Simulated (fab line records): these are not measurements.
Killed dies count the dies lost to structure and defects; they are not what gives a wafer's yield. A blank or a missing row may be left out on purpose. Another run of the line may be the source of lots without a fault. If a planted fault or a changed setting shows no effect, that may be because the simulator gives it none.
Which tool was responsible? | flow nand harc | Sampling: 13 lots, 39 wafers, 5 of 1159 route steps

## WHAT THE GAUGES READ, wafer by wafer
NHARC_A_SLIT_CD_MEAS_21.
lot  | measured     | on        | cd nm (nm)
L882 | day 14 12:59 | cd sem-03 | 290.8 289.8 289.5
L883 | day 15 02:15 | cd sem-01 | 289.2 288.7 289.7
L891 | day 16 19:28 | cd sem-03 | 288.9 289.7 289.3
L890 | day 16 22:32 | cd sem-01 | 288.7 288.5 289.3
L892 | day 16 22:48 | cd sem-02 | 288.4 288.3 288.4
L893 | day 17 16:02 | cd sem-02 | 288.2 288.6 287.0
L895 | day 17 17:42 | cd sem-01 | 289.6 288.7 289.4
L894 | day 17 17:59 | cd sem-01 | 287.7 288.1 288.4
L902 | day 19 14:02 | cd sem-03 | 290.0 289.5 290.7
L901 | day 19 14:11 | cd sem-03 | 290.1 288.4 288.3
L903 | day 19 17:13 | cd sem-02 | 290.2 288.9 289.6
L904 | day 20 18:02 | cd sem-03 | 289.6 289.2 288.8
L905 | day 20 19:42 | cd sem-03 | 290.2 288.7 289.5

NHARC_END_SORT_01.
lot  | measured     | on        | killed at array | killed at other | killed at periphery | killed dies | killed open | killed short
L893 | day 22 08:10 | prober-01 | 674 674 671     | 1 1 0           | 2 2 6               | 677 677 677 | 5 2 4       | 0 0 3
L895 | day 22 09:09 | prober-02 | 676 675 675     | 0 0 0           | 1 2 2               | 677 677 677 | 1 4 3       | 1 0 1

## TOOL THAT RAN EACH LOT (tool first, then ch and the chambers of the sampled wafers, then the start)
lot  | NHARC_A_WL_FILL_ETCHBACK_16        | NHARC_A_WL_FILL_STRIP_29           | NHARC_A_WL_FILL_CVD_20
L882 | rie diel-08 ch 0,2,3, day 15 13:34 | rie diel-08 ch 1,2,3, day 15 13:38 | cvd w-01 ch 0,1, no start
L883 | rie diel-08 ch 0,1,2, day 15 22:08 | rie diel-08 ch 1,3, day 15 22:14   | cvd w-01 ch 0,1, no start
L891 | rie diel-08 ch 0,2,3, day 17 18:02 | rie diel-08 ch 0,2,3, day 17 18:08 | cvd w-01 ch 0,1, no start
L890 | rie diel-03 ch 1,2,3, day 18 01:14 | rie diel-03 ch 0,1,3, day 18 01:19 | cvd w-01 ch 0,1, no start
L892 | rie diel-08 ch 0,2,3, day 18 01:13 | rie diel-08 ch 0,1,2, day 18 01:19 | cvd w-02 ch 0,1, no start
L893 | rie diel-04 ch 2,3, day 18 20:11   | rie diel-04 ch 1,2,3, day 18 20:16 | cvd w-01 ch 0,1, day 22 08:10 or earlier
L895 | rie diel-08 ch 0,2,3, day 18 20:36 | rie diel-08 ch 0,3, day 18 20:41   | cvd w-02 ch 0,1, day 22 09:09 or earlier
L894 | rie diel-08 ch 0,3, day 18 23:17   | rie diel-08 ch 2,3, day 18 23:23   | cvd w-01 ch 0,1, no start
L902 | rie diel-08 ch 0,2,3, day 20 17:11 | rie diel-08 ch 0,1,3, day 20 17:17 | cvd w-02 ch 0,1, no start
L901 | rie diel-03 ch 0,1,2, day 20 16:47 | rie diel-03 ch 0,3, day 20 16:52   | cvd w-02 ch 0,1, no start
L903 | rie diel-08 ch 1,2,3, day 20 19:37 | rie diel-08 ch 2,3, day 20 19:41   | cvd w-02 ch 0,1, no start
L904 | rie diel-08 ch 0,1, day 21 20:41   | rie diel-08 ch 0,1,3, day 21 20:46 | cvd w-02 ch 0,1, no start
L905 | rie diel-04 ch 2,3, day 22 05:19   | rie diel-04 ch 0,2, day 22 05:25   | cvd w-02 ch 1, no start
- NHARC_A_WL_FILL_ETCHBACK_16: etches the open film in C4F8/O2/Ar, target depth 88 nm, time 17.6 s.
- NHARC_A_WL_FILL_STRIP_29: strips in O2, time 20 s.
- NHARC_A_WL_FILL_CVD_20: deposits W, target thk 75 nm, time 5064 s.

## AS READ BY THE TOOLS THEMSELVES (means over the sampled wafers that have a number; for cases with no such wafer, the mark the record gives instead)
NHARC_A_WL_FILL_ETCHBACK_16.
lot  | tool        | bias w (W) | chamber pressure mTorr (mTorr) | oes product au (a.u.) | rf vpp V (V)
L882 | rie diel-08 | 800.6      | 25.010                         | 1.01                  | 724
L883 | rie diel-08 | 797.6      | 24.994                         | 1.01                  | 729
L891 | rie diel-08 | 801.0      | 25.021                         | 1.01                  | 724
L890 | rie diel-03 | 798.5      | 25.008                         | 0.99                  | 723
L892 | rie diel-08 | 802.0      | 25.011                         | 0.93                  | 724
L893 | rie diel-04 | -          | -                              | -                     | -
L895 | rie diel-08 | -          | -                              | -                     | -
L894 | rie diel-08 | 799.1      | 25.013                         | 1.00                  | 726
L902 | rie diel-08 | 799.2      | 24.991                         | 0.93                  | 724
L901 | rie diel-03 | 799.5      | 24.985                         | 1.01                  | 723
L903 | rie diel-08 | 800.5      | 24.984                         | 0.93                  | 724
L904 | rie diel-08 | 796.9      | 24.999                         | 1.00                  | 729
L905 | rie diel-04 | 799.1      | 24.987                         | 0.99                  | 721

NHARC_A_WL_FILL_STRIP_29.
lot  | tool        | drypump motor current A (A) | o2 flow sccm (sccm) | oes product au (a.u.) | rf vpp V (V) | showerhead plenum p Torr (Torr) | throttle valve pct (%)
L882 | rie diel-08 | 5.5                         | 501.0               | 0.999                 | 58.0         | 3.57                            | 17.038
L883 | rie diel-08 | 5.6                         | 501.3               | 0.999                 | 57.5         | 3.62                            | 17.037
L891 | rie diel-08 | 5.6                         | 500.6               | 1.009                 | 58.2         | 3.56                            | 17.038
L890 | rie diel-03 | 5.7                         | 500.2               | 1.012                 | 57.1         | 3.58                            | 17.030
L892 | rie diel-08 | 5.5                         | 501.2               | 0.999                 | 57.9         | 3.71                            | 17.042
L893 | rie diel-04 | 5.8                         | 498.5               | 0.996                 | 57.4         | 3.40                            | 17.043
L895 | rie diel-08 | 5.8                         | 498.6               | 1.020                 | 58.0         | 3.60                            | 17.027
L894 | rie diel-08 | 5.5                         | 500.0               | 1.003                 | 58.0         | 3.43                            | 17.035
L902 | rie diel-08 | 5.7                         | 499.7               | 0.988                 | 58.0         | 3.61                            | 17.042
L901 | rie diel-03 | 5.8                         | 500.1               | 1.003                 | 57.7         | 3.61                            | 17.043
L903 | rie diel-08 | 5.5                         | 500.0               | 0.997                 | 57.8         | 3.43                            | 17.047
L904 | rie diel-08 | 5.7                         | 500.5               | 1.000                 | 58.2         | 3.61                            | 17.038
L905 | rie diel-04 | 6.0                         | 501.3               | 0.989                 | 57.5         | 3.43                            | 17.043

NHARC_A_WL_FILL_CVD_20.
lot  | tool     | heater power w (W) | susceptor temp C (C) | throttle valve pct (%)
L882 | cvd w-01 | 515                | 300.12               | 7.94
L883 | cvd w-01 | 511                | -                    | 7.81
L891 | cvd w-01 | 484                | 300.18               | 7.70
L890 | cvd w-01 | 523                | 300.04               | 7.98
L892 | cvd w-02 | 531                | 300.04               | 7.66
L893 | cvd w-01 | 491                | 299.91               | 8.01
L895 | cvd w-02 | 516                | 299.86               | 7.59
L894 | cvd w-01 | 500                | 299.98               | 7.77
L902 | cvd w-02 | 536                | 299.93               | 7.85
L901 | cvd w-02 | 512                | -                    | 7.50
L903 | cvd w-02 | 523                | 300.01               | 7.70
L904 | cvd w-02 | 547                | 300.01               | 7.65
L905 | cvd w-02 | 559                | 300.23               | 7.72

## THE ANSWER, worked out from the rows above alone
Rule: what is usual is taken from the lots themselves. Put in order of their means at a reading, lots are off if they are a third of the lots or fewer, leave a main group of 4 or more, and stand apart from it by a gap of 3 or more times the standard deviation of the main group's means; of several such gaps the widest counts. The tables above print the reading to a certain number of digits; a main group whose means all agree to those digits is not used. A lot without any number at a reading at which 4 lots or more have one is off too. The other lots that the step has rows for count as sound. First the gauges in route order, then the tools' own readings, where a lot's mean is used as printed above. The first step at which some lot is off is used, and at that step the reading that is off furthest; a lot without a number counts as furthest.
Off, at NHARC_A_WL_FILL_ETCHBACK_16 on bias w: L893, L895. Without a number there: L893, L895. The main group: mean 799.5 W, standard deviation 1.4.
A tool fits if, at that step or a process step before it, it ran every lot that is off, and no sound lot after the first of them. No candidate that was tried fits.

## WHAT THE SIMULATOR HAD INSERTED
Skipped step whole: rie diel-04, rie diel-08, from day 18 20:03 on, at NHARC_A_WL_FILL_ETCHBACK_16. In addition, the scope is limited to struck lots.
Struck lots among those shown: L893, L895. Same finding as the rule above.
